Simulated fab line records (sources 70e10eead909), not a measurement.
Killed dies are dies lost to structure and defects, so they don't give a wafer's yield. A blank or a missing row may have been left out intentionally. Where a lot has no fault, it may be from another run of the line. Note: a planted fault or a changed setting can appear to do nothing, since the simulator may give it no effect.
fab line records	flow nandHarc	part 1 of 2: steps 1 to 19 of 28
[record] lots = 5	wafers = 15	lastDay = 33
route steps=1302 shown A_SLIT@923 A_SIN_REMOVE@947
lots with no fault: from the same line, run without faults
startH: hours from the record's first day to the start of the lot's first wafer shown	waitH: how many hours have passed since the lot's step before this one	" same as the row above	L1.1+2: a single row standing in for several wafers	- either no value or no given start	* or withheld: withheld	< > ~ a bound
route shown NAME@n: names a module that has steps shown in the file, with the first one's number in the route	usual: mean and standard deviation over wafers with no fault	same: alike in all rows	chamber/n: place in a boat	sites: per-site readings	_std_site: standard deviation across them	_edge_site: inner sites' mean taken away from outer sites' mean	radiusMm: how far each site lies from the wafer's centre	mask NAME#n: copy n	behind: the most recent tool/chamber to have shaped the wafer	hold: the reason the lot was held/the length of the hold in hours/how it ended	device: transistor that didn't switch, given as n, p or np	end of line: tests run on the same wafers once the route is complete	step lacking rows: just its recipe	killed: the dies lost at the first sort to structure and to defects; this is not the yield of the wafer	map: shows each die of a wafer: x if killed, . if not, _ if none is there
set.NAME: setting as actually run; set.NAME@STEP: the setting as run at that earlier step	model.NAME: the simulator's own value behind a step, which no gauge read
lots seen at some steps along the route; tables by step, rows by wafer
services: from which hour (startH, from the record's first day; less than 0 if before it) a tool's chamber was out of use, for how many hours, and why
[[steps]]
[step NHARC_A_SLIT_DEP_00]
[recipe] targetThkA = 62000	tempC = 400	material = aC
[usual] throttleValvePct = 35.000/0.0089
lot.wafer	tool	chamber	startH	waitH	throttleValvePct
L078.2	aclDep-01	0	487.39	-	35.012
L078.4	"	0	488.65	-	35.000
L078.5	"	0	"	"	34.988
L077.1	aclDep-02	0	487.52	-	35.005
L077.4	"	0	489.38	-	35.010
L077.5	"	0	"	"	34.988
L085.2	aclDep-02	0	564.70	-	35.002
L085.3	"	0	"	"	34.987
L085.5	"	0	566.57	-	34.998
L094.1	aclDep-03	0	655.27	-	34.987
L094.4	"	0	657.14	-	34.985
L094.6	"	0	658.38	-	35.013
L096.1	aclDep-02	0	676.33	-	35.016
L096.3	"	0	677.56	-	34.990
L096.4	"	0	"	"	35.001
[step NHARC_A_SLIT_DEP_23]
[recipe] targetThkA = 1000	targetThkNm = 100	tempC = 400	pressureTorr = 3.5	flowSccm = 200	rfW = 350	material = SiON
[usual] chamberPressureTorr = 3.500/0.0072	heaterPowerW = 704/91
lot.wafer	tool	chamber	startH	waitH	chamberPressureTorr	heaterPowerW
L078.2	pecvd-01	2	490.62	2.6	3.506	636
L078.5	"	1	"	"	3.496	863
L078.4	"	2	"	"	3.510	661
L077.1	pecvd-03	0	491.30	3.2	3.491	711
L077.5	"	0	"	"	3.507	710
L077.4	"	1	"	"	3.493	845
L085.2	pecvd-03	2	568.07	2.7	3.491	655
L085.3	"	1	"	"	3.505	848
L085.5	"	2	"	"	3.511	666
L094.1	pecvd-03	0	659.08	3.2	3.508	620
L094.4	"	1	"	"	3.511	850
L094.6	"	0	"	"	3.497	597
L096.1	pecvd-02	1	680.08	3.1	3.504	613
L096.3	"	2	"	"	3.496	671
L096.4	"	2	"	"	3.505	647
[step NHARC_A_SLIT_DEHYDRATE_01]
[recipe] tempC = 150	timeS = 120
[usual] exhaustPa = 44.9/0.81
lot.wafer	tool	chamber	startH	waitH	exhaustPa
L078.2	lithoTrack-06	0	490.83	0.2	44.2
L078.4	"	0	"	"	43.3
L078.5	"	0	"	"	45.1
L077.1	lithoTrack-06	0	491.54	0.2	44.7
L077.4	"	0	"	"	43.8
L077.5	"	0	"	"	44.8
L085.2	lithoTrack-04	0	568.44	0.3	43.3
L085.3	"	0	"	"	44.4
L085.5	"	0	"	"	42.8
L094.1	lithoTrack-06	0	659.29	0.2	44.7
L094.4	"	0	"	"	45.8
L094.6	"	0	"	"	44.3
L096.1	lithoTrack-04	0	680.35	0.2	45.5
L096.3	"	0	"	"	44.8
L096.4	"	0	"	"	44.0
[step NHARC_A_SLIT_HMDS_02]
[recipe] timeS = 30
[usual] exhaustPa = 45.0/0.85
lot.wafer	tool	chamber	startH	waitH	exhaustPa
L078.2	lithoTrack-06	0	-	-	44.0
L078.4	"	0	"	"	44.8
L078.5	"	0	"	"	44.7
L077.1	lithoTrack-06	0	-	-	44.7
L077.4	"	0	"	"	44.6
L077.5	"	0	"	"	46.2
L085.2	lithoTrack-04	0	-	-	45.6
L085.3	"	0	"	"	45.8
L085.5	"	0	"	"	45.1
L094.1	lithoTrack-06	0	-	-	46.4
L094.4	"	0	"	"	45.2
L094.6	"	0	"	"	45.8
L096.1	lithoTrack-04	0	-	-	44.6
L096.3	"	0	"	"	44.6
L096.4	"	0	"	"	44.6
[step NHARC_A_SLIT_COAT_03]
[recipe] spinRpm = 1500	resistThkNm = 90
[usual] exhaustPa = 45.1/0.91
lot.wafer	tool	chamber	startH	waitH	exhaustPa
L078.2	lithoTrack-06	0	-	-	44.7
L078.4	"	0	"	"	45.0
L078.5	"	0	"	"	45.0
L077.1	lithoTrack-06	0	-	-	44.2
L077.4	"	0	"	"	45.1
L077.5	"	0	"	"	44.8
L085.2	lithoTrack-04	0	-	-	43.5
L085.3	"	0	"	"	44.1
L085.5	"	0	"	"	43.9
L094.1	lithoTrack-06	0	-	-	44.8
L094.4	"	0	"	"	45.5
L094.6	"	0	"	"	44.2
L096.1	lithoTrack-04	0	-	-	45.1
L096.3	"	0	"	"	46.2
L096.4	"	0	"	"	44.8
[step NHARC_A_SLIT_SOFTBAKE_04]
[recipe] tempC = 105	timeS = 55
[usual] exhaustPa = 44.9/0.92
lot.wafer	tool	chamber	startH	waitH	exhaustPa
L078.2	lithoTrack-06	0	-	-	45.7
L078.4	"	0	"	"	46.5
L078.5	"	0	"	"	45.4
L077.1	lithoTrack-06	0	-	-	45.4
L077.4	"	0	"	"	44.2
L077.5	"	0	"	"	44.2
L085.2	lithoTrack-04	0	-	-	44.0
L085.3	"	0	"	"	45.2
L085.5	"	0	"	"	45.4
L094.1	lithoTrack-06	0	-	-	45.8
L094.4	"	0	"	"	45.5
L094.6	"	0	"	"	46.0
L096.1	lithoTrack-04	0	-	-	44.7
L096.3	"	0	"	"	44.6
L096.4	"	0	"	"	45.4
[step NHARC_A_SLIT_EBR_05]
[usual] exhaustPa = 45.2/0.86
lot.wafer	tool	chamber	startH	waitH	exhaustPa
L078.2	lithoTrack-06	0	-	-	44.9
L078.4	"	0	"	"	44.7
L078.5	"	0	"	"	45.2
L077.1	lithoTrack-06	0	-	-	46.5
L077.4	"	0	"	"	44.5
L077.5	"	0	"	"	45.3
L085.2	lithoTrack-04	0	-	-	44.3
L085.3	"	0	"	"	44.3
L085.5	"	0	"	"	43.8
L094.1	lithoTrack-06	0	-	-	45.5
L094.4	"	0	"	"	46.9
L094.6	"	0	"	"	46.2
L096.1	lithoTrack-04	0	-	-	45.3
L096.3	"	0	"	"	45.7
L096.4	"	0	"	"	45.6
[step NHARC_A_SLIT_EXPOSE_06]
[recipe] na = 1.35	doseMj = 60.82	maskId = SLIT
lot.wafer	tool	chamber	startH	waitH	mask
L078.2+4+5	arfiScanner-01	0	491.10	-	SLIT#0
L077.1+4+5	arfiScanner-03	0	491.81	-	SLIT#0
L085.2+3+5	arfiScanner-01	0	568.71	-	SLIT#0
L094.1+4+6	arfiScanner-03	0	659.56	-	SLIT#0
L096.1+3+4	arfiScanner-02	0	680.49	-	SLIT#0
[step NHARC_A_SLIT_PEB_07]
[recipe] pebTempC = 100	pebTimeS = 65
[usual] exhaustPa = 44.9/0.9
lot.wafer	tool	chamber	startH	waitH	exhaustPa
L078.2	lithoTrack-01	0	491.16	0.1	43.3
L078.4	"	0	"	"	44.7
L078.5	"	0	"	"	44.9
L077.1	lithoTrack-04	0	491.87	0.1	44.7
L077.4	"	0	"	"	43.9
L077.5	"	0	"	"	44.2
L085.2	lithoTrack-06	0	568.76	0.1	45.8
L085.3	"	0	"	"	45.3
L085.5	"	0	"	"	46.0
L094.1	lithoTrack-04	0	659.62	0.1	45.9
L094.4	"	0	"	"	47.1
L094.6	"	0	"	"	46.1
L096.1	lithoTrack-04	0	680.55	0.1	45.0
L096.3	"	0	"	"	45.2
L096.4	"	0	"	"	45.4
[step NHARC_A_SLIT_DEVELOP_08]
[recipe] developTimeS = 35	devTempC = 23
[usual] exhaustPa = 44.9/0.83
lot.wafer	tool	chamber	startH	waitH	exhaustPa
L078.2	lithoTrack-01	0	-	-	45.1
L078.4	"	0	"	"	44.9
L078.5	"	0	"	"	46.6
L077.1	lithoTrack-04	0	-	-	44.9
L077.4	"	0	"	"	45.4
L077.5	"	0	"	"	46.6
L085.2	lithoTrack-06	0	-	-	44.1
L085.3	"	0	"	"	44.9
L085.5	"	0	"	"	44.9
L094.1	lithoTrack-04	0	-	-	43.6
L094.4	"	0	"	"	45.5
L094.6	"	0	"	"	44.7
L096.1	lithoTrack-04	0	-	-	46.0
L096.3	"	0	"	"	46.5
L096.4	"	0	"	"	44.2
[step NHARC_A_SLIT_CD_MEAS_09]
[recipe] targetCdNm = 300	landingEnergyEv = 500
[usual] cdNm = 300.0/0.53
lot.wafer	tool	chamber	startH	waitH	cdNm
L078.2	cdSem-03	0	491.24	-	301.4
L078.4	"	0	"	"	300.3
L078.5	"	0	"	"	300.5
L077.1	cdSem-01	0	491.95	-	299.2
L077.4	"	0	"	"	299.8
L077.5	"	0	"	"	299.4
L085.2	cdSem-02	0	568.84	-	300.1
L085.3	"	0	"	"	299.2
L085.5	"	0	"	"	299.4
L094.1	cdSem-01	0	659.70	-	300.5
L094.4	"	0	"	"	300.1
L094.6	"	0	"	"	300.2
L096.1	cdSem-01	0	680.63	-	299.2
L096.3	"	0	"	"	300.0
L096.4	"	0	"	"	298.9
[step NHARC_A_SLIT_OVL_MEAS_10]
[usual] overlayXNm = -0.4/0.93	overlayYNm = 0.1/0.8
lot.wafer	tool	chamber	startH	waitH	overlayXNm	overlayYNm
L078.2	overlay-01	-	491.33	-	0.5	-0.3
L078.4	"	-	"	"	-0.5	-0.4
L078.5	"	-	"	"	-0.1	0.2
L077.1	overlay-02	-	492.04	-	-0.8	-0.9
L077.4	"	-	"	"	-1.4	-1.2
L077.5	"	-	"	"	-0.5	-1.2
L085.2	overlay-01	-	568.93	-	-0.2	0.4
L085.3	"	-	"	"	-0.4	0.4
L085.5	"	-	"	"	-0.4	0.7
L094.1	overlay-01	-	659.79	-	-1.0	-0.4
L094.4	"	-	"	"	-1.1	-0.5
L094.6	"	-	"	"	-0.7	-0.1
L096.1	overlay-01	-	680.72	-	-0.8	0.0
L096.3	"	-	"	"	-1.4	-0.6
L096.4	"	-	"	"	-2.1	-0.4
[step NHARC_A_SLIT_INSPECT_11]
[usual] rawDefectCount = 51/29
lot.wafer	tool	chamber	startH	waitH	rawDefectCount
L078.2	defectInspect-01	-	491.36	0.0	29
L078.4	"	-	"	"	29
L078.5	"	-	"	"	22
L077.1	defectInspect-02	-	492.07	0.0	14
L077.4	"	-	"	"	13
L077.5	"	-	"	"	11
L085.2	defectInspect-01	-	568.97	0.0	17
L085.3	"	-	"	"	14
L085.5	"	-	"	"	21
L094.1	defectInspect-02	-	659.83	0.0	22
L094.4	"	-	"	"	34
L094.6	"	-	"	"	25
L096.1	defectInspect-02	-	680.75	0.0	12
L096.3	"	-	"	"	15
L096.4	"	-	"	"	18
[step NHARC_A_SLIT_DESCUM_14]
[recipe] timeS = 3	o2FlowSccm = 200	arFlowSccm = 0	biasPowerW = 0	chemistry = O2
[usual] chamberPressureMTorr = 60.01/0.054	drypumpMotorCurrentA = 5.8/0.35	mfcArSccm = 0.007/0.012	o2FlowSccm = 200.0/0.55	oesProductAu = 0.997/0.0097	rfVppV = 57.6/0.91	showerheadPlenumPTorr = 1.90/0.066	throttleValvePct = 11.310/0.0091
lot.wafer	tool	chamber	startH	waitH	chamberPressureMTorr	drypumpMotorCurrentA	mfcArSccm	o2FlowSccm	oesProductAu	rfHoursCounterH	rfVppV	showerheadPlenumPTorr	throttleValvePct
L078.4	rieDiel-09	2	491.42	0.1	60.06	6.1	0	199.2	1.002	9	58.2	1.96	11.309
L078.2	"	3	"	"	60.06	5.8	0	199.0	1.003	8	58.3	1.89	11.316
L078.5	"	3	"	"	59.97	5.8	0	199.8	1.005	-	59.4	1.89	11.318
L077.4	rieDiel-03	1	492.14	0.1	60.01	5.8	0	200.2	0.997	1	56.4	1.84	11.310
L077.1	"	2	"	"	59.96	6.2	0.006	199.7	1.016	1	57.6	1.82	11.296
L077.5	"	1	"	"	60.04	5.7	0	200.3	0.991	-	58.3	1.84	11.296
L085.2	rieDiel-03	1	569.04	0.1	60.02	5.7	0	200.5	0.997	7	56.7	1.84	11.312
L085.3	"	2	"	"	60.05	6.1	0.006	200.2	1.007	6	58.4	1.82	11.304
L085.5	"	0	"	"	59.94	5.8	0	199.4	1.008	-	56.9	1.85	11.315
L094.1	rieDiel-09	2	659.89	0.1	59.96	6.1	0	200.8	0.991	11	57.5	1.95	11.325
L094.4	"	0	"	"	59.95	6.0	0.040	199.7	0.988	10	58.5	2.01	11.315
L094.6	"	2	"	"	59.95	6.1	0	200.1	0.995	-	58.7	1.95	11.297
L096.4	rieDiel-03	0	680.82	0.1	60.00	5.8	0	200.4	0.993	1	56.9	1.85	11.319
L096.3	"	2	"	"	59.95	6.2	0.006	200.2	0.999	1	57.4	1.82	11.317
L096.1	"	3	"	"	59.92	5.8	0.007	200.7	1.008	1	57.2	1.92	11.313
[step NHARC_A_SLIT_ETCH_24]
[recipe] targetDepthA = 1210	timeS = 60.5	cf4FlowSccm = 100	chf3FlowSccm = 30	arFlowSccm = 0	rfW = 500	biasW = 200	chemistry = CF4/CHF3
[usual] chamberPressureMTorr = 24.998/0.023	drypumpMotorCurrentA = 5.8/0.36	mfcArSccm = 0.007/0.012	oesProductAu = 0.953/0.022	rfVppV = 370.4/1.8	showerheadPlenumPTorr = 1.56/0.05	throttleValvePct = 16.802/0.0089
lot.wafer	tool	chamber	startH	waitH	chamberPressureMTorr	drypumpMotorCurrentA	mfcArSccm	oesProductAu	rfHoursCounterH	rfVppV	showerheadPlenumPTorr	throttleValvePct
L078.4	rieDiel-09	3	491.52	0.1	24.996	5.8	0	0.936	8	370.2	1.56	16.801
L078.2	"	0	"	"	25.027	5.9	0.040	0.924	9	373.7	1.65	16.799
L078.5	"	1	"	"	24.977	5.3	0	0.933	-	369.7	1.54	16.801
L077.4	rieDiel-03	3	492.23	0.1	25.028	5.7	0.007	0.919	1	370.8	1.58	16.791
L077.1	"	1	"	"	24.985	5.7	0	0.918	1	368.4	1.52	16.784
L077.5	"	2	"	"	24.960	6.2	0.006	0.941	-	367.6	1.50	16.815
L085.3	rieDiel-03	2	569.11	0.1	25.018	6.2	0.006	0.990	6	367.2	1.50	16.796
L085.2	"	3	"	"	24.970	5.7	0.007	0.950	6	370.1	1.58	16.807
L085.5	"	3	"	"	24.978	5.7	0.007	0.949	-	370.3	1.58	16.804
L094.4	rieDiel-09	0	659.98	0.1	24.982	5.9	0.040	0.922	10	372.2	1.65	16.788
L094.1	"	1	"	"	25.027	5.3	0	0.929	10	370.2	1.54	16.800
L094.6	"	0	"	"	25.013	5.9	0.040	0.923	-	372.3	1.65	16.808
L096.1	rieDiel-03	0	680.90	0.1	24.989	5.8	0	0.946	1	368.9	1.52	16.797
L096.3	"	1	"	"	25.008	5.8	0	0.949	1	368.7	1.51	16.813
L096.4	"	2	"	"	24.991	6.2	0.006	0.984	1	367.9	1.50	16.798
[step NHARC_A_SLIT_ETCH_15]
[recipe] targetDepthA = 62000	overEtchFrac = 0.3	timeS = 1612	ionEnergyEv = 150	o2FlowSccm = 400	cosFlowSccm = 20	arFlowSccm = 0	rfW = 500	biasW = 300	chemistry = O2/COS
[usual] chamberPressureMTorr = 20.001/0.019	drypumpMotorCurrentA = 5.8/0.37	mfcArSccm = 0.007/0.012	o2FlowSccm = 400.0/1.2	oesProductAu = 0.999/0.01	rfVppV = 313.9/1.6	showerheadPlenumPTorr = 3.10/0.1	throttleValvePct = 28.330/0.009
[same] overEtchFrac = 0.3
lot.wafer	tool	chamber	startH	waitH	chamberPressureMTorr	drypumpMotorCurrentA	mfcArSccm	o2FlowSccm	oesProductAu	rfHoursCounterH	rfVppV	showerheadPlenumPTorr	throttleValvePct
L078.4	rieDiel-09	1	-	-	20.003	5.3	0	398.5	0.998	11	312.9	3.06	28.340
L078.2	"	2	"	"	19.994	6.1	0	400.0	0.996	9	315.6	3.19	28.323
L078.5	"	2	"	"	20.021	6.1	0	399.1	0.988	-	314.9	3.19	28.340
L077.1	rieDiel-03	1	-	-	19.986	5.7	0	401.3	0.997	1	312.0	3.01	28.333
L077.4	"	3	"	"	19.975	5.7	0.007	399.3	0.986	1	313.9	3.14	28.327
L077.5	"	1	"	"	20.024	5.7	0	399.6	0.994	-	312.7	3.01	28.327
L085.2	rieDiel-03	1	-	-	19.979	5.7	0	399.0	0.992	8	312.1	3.01	28.321
L085.3	"	3	"	"	19.996	5.8	0.007	399.9	0.998	6	314.9	3.13	28.329
L085.5	"	1	"	"	20.037	5.7	0	398.8	0.995	-	313.9	3.01	28.322
L094.1	rieDiel-09	3	-	-	20.005	5.8	0	400.4	1.010	7	313.4	3.09	28.333
L094.4	"	1	"	"	20.015	5.3	0	399.0	1.010	10	313.6	3.06	28.327
L094.6	"	3	"	"	20.016	5.9	0	400.8	1.010	-	313.9	3.09	28.336
L096.3	rieDiel-03	3	-	-	19.986	5.7	0.007	401.0	1.005	1	314.8	3.13	28.343
L096.4	"	0	"	"	19.987	5.8	0	400.8	0.983	1	313.4	3.02	28.317
L096.1	"	1	"	"	20.020	5.8	0	399.7	0.989	1	314.1	3.00	28.331
[step NHARC_A_SLIT_ETCH_17]
[recipe] biasV = 900	sourceW = withheld	pressureMtorr = 20	arFlowSccm = 375	c4f8FlowSccm = 83.3	o2FlowSccm = 41.7	timeS = 4254.5	targetDepthA = 2.03e+05	chemistry = C4F8/O2/Ar
[usual] chamberPressureMTorr = 20.001/0.017	drypumpMotorCurrentA = 6.0/0.62	mfcArSccm = 375.1/1.2	o2FlowSccm = 41.71/0.12	showerheadPlenumPTorr = 3.68/0.13	throttleValvePct = 32.045/0.01
lot.wafer	tool	chamber	startH	waitH	chamberPressureMTorr	drypumpMotorCurrentA	mfcArSccm	o2FlowSccm	rfHoursCounterH	showerheadPlenumPTorr	throttleValvePct
L078.2	harEtch-01	0	492.68	-	19.988	6.3	376.0	41.68	256	3.65	32.051
L078.4	"	0	493.90	-	19.982	6.3	376.2	41.83	-	3.65	32.036
L078.5	"	1	495.73	-	19.985	4.9	373.9	41.52	-	3.62	32.052
L077.1	harEtch-02	0	494.00	-	19.984	6.4	373.4	41.60	62	3.60	32.037
L077.4	"	1	"	"	20.004	6.4	373.4	41.90	-	3.90	32.032
L077.5	"	0	496.46	-	20.017	6.4	376.3	41.79	-	3.60	32.031
L085.2	harEtch-02	1	570.28	-	19.997	6.4	376.0	41.60	100	3.88	32.047
L085.3	"	0	572.09	-	19.994	6.4	373.9	41.62	-	3.58	32.055
L085.5	"	1	"	"	20.019	6.3	375.9	41.46	-	3.88	32.062
L094.1	harEtch-02	1	661.74	-	20.011	6.3	374.8	41.62	157	3.85	32.053
L094.4	"	0	"	"	20.017	6.4	374.8	41.77	-	3.55	32.063
L094.6	"	0	663.54	-	20.006	6.4	376.5	41.73	-	3.55	32.060
L096.1	harEtch-01	1	682.07	-	19.992	4.8	374.5	41.87	367	3.56	32.043
L096.4	"	1	683.29	-	19.975	4.8	373.3	41.82	-	3.56	32.035
L096.3	"	0	"	"	20.014	6.3	376.3	41.57	-	3.59	32.044
[step NHARC_A_SLIT_ETCH_26]
[recipe] biasV = 400	sourceW = 2000	pressureMtorr = 25	timeS = 90	arFlowSccm = 375	c4f8FlowSccm = 41.7	o2FlowSccm = 83.3	targetDepthA = 4000	chemistry = C4F8/O2/Ar
[usual] chamberPressureMTorr = 24.999/0.023	drypumpMotorCurrentA = 6.0/0.62	mfcArSccm = 375.0/1.1	o2FlowSccm = 83.29/0.24	showerheadPlenumPTorr = 3.71/0.14	throttleValvePct = 27.619/0.0096
lot.wafer	tool	chamber	startH	waitH	chamberPressureMTorr	drypumpMotorCurrentA	mfcArSccm	o2FlowSccm	rfHoursCounterH	showerheadPlenumPTorr	throttleValvePct
L078.2	harEtch-01	0	496.34	3.0	25.003	6.3	375.5	83.31	259	3.68	27.635
L078.4	"	0	"	"	25.035	6.3	374.1	83.41	-	3.68	27.613
L078.5	"	1	"	"	25.023	4.8	376.9	83.04	-	3.65	27.615
L077.1	harEtch-02	0	497.11	2.5	25.023	6.4	375.8	83.76	65	3.63	27.628
L077.4	"	1	"	"	24.986	6.4	375.4	83.10	-	3.94	27.624
L077.5	"	0	"	"	25.045	6.4	376.5	83.28	-	3.63	27.636
L085.2	harEtch-02	1	573.91	3.0	24.989	6.4	373.8	82.94	103	3.92	27.617
L085.3	"	0	"	"	24.968	6.4	376.3	83.16	-	3.61	27.616
L085.5	"	1	"	"	25.025	6.4	374.4	83.02	-	3.92	27.630
L094.1	harEtch-02	1	664.78	2.4	24.999	6.4	374.8	83.22	160	3.89	27.619
L094.4	"	0	"	"	25.010	6.4	374.4	83.29	-	3.58	27.606
L094.6	"	0	"	"	24.994	6.4	373.2	83.19	-	3.58	27.615
L096.1	harEtch-01	1	685.74	3.1	24.989	4.8	375.1	83.25	370	3.58	27.633
L096.4	"	1	"	"	25.013	4.8	374.0	83.34	-	3.58	27.622
L096.3	"	0	"	"	25.024	6.3	374.4	82.97	-	3.62	27.629
[step NHARC_A_SLIT_STRIP_28]
[recipe] o2FlowSccm = 400	cosFlowSccm = 20	arFlowSccm = 0	biasW = 0	chemistry = O2/COS
lot.wafer	tool	chamber	startH	waitH
L078.4+2+5	rieDiel-11	1,2,2	497.13	0.7
L077.4+1+5	rieDiel-03	0,2,3	497.87	0.7
L085.2+3+5	rieDiel-11	1,2,3	574.72	0.8
L094.4+1+6	rieDiel-03	3,0,3	665.54	0.7
L096.3+4+1	rieDiel-09	3,0,2	686.54	0.7
